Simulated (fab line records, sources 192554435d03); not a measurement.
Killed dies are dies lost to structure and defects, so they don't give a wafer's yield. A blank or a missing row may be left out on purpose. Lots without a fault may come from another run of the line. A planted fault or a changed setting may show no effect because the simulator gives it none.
Chamber matching | flow n5_finfet | N5_BEOL_M1_ALD_98 on ald_sin-04: 4 sister chambers
The step deposits SiO2, target thk 2.5 nm, pulse time 1 s, co reactant pulse time 1 s. 8 wafers are shown with their chamber, then 7 later ones without.

WAFERS WITH THEIR CHAMBER
wafer  | chamber | heater_power_w (W) | precursor_pulse_height_rel
L076.3 | 1       | 70                 | 0.990
L081.1 | 3       | 92                 | 1.002
L081.4 | 0       | 71                 | 1.031
L083.1 | 2       | 78                 | 0.994
L083.5 | 2       | 76                 | 1.000
L083.6 | 3       | 93                 | 0.971
L085.1 | 1       | 70                 | 1.021
L085.3 | 0       | 73                 | 0.961

WAFERS WITHOUT THEIR CHAMBER
wafer  | heater_power_w (W) | precursor_pulse_height_rel
L085.5 | 70                 | 0.974
L086.1 | 79                 | 0.996
L086.3 | 96                 | 0.982
L086.6 | 93                 | 1.004
L093.3 | 93                 | 0.986
L093.5 | 91                 | 0.992
L093.6 | 72                 | 0.994

WHICH CHAMBER EACH WENT THROUGH
wafer  | from the rows above     | in truth
L085.5 | can't be placed: 1 or 0 | 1
L086.1 | 2                       | 2
L086.3 | 3                       | 3
L086.6 | 3                       | 3
L093.3 | 3                       | 3
L093.5 | 3                       | 3
L093.6 | can't be placed: 0 or 1 | 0
Placed correctly: 5 of 7. Can't be placed from these rows: 2 (the true chamber is among the candidates in 2). Placed wrongly: 0.
How it was worked out, from the rows above alone: a wafer's distance from a chamber is the root of the sum, over the readings, of the square of ((its reading less the chamber's mean) divided by the reading's scatter). The wafer belongs to the nearest chamber; if the next one is less than 2 further off, it can't be placed. A chamber's mean is the mean of its shown wafers. The scatter: the root of (the sum of the squares of (reading less its chamber's mean) over the shown wafers, divided by (wafers less chambers)).
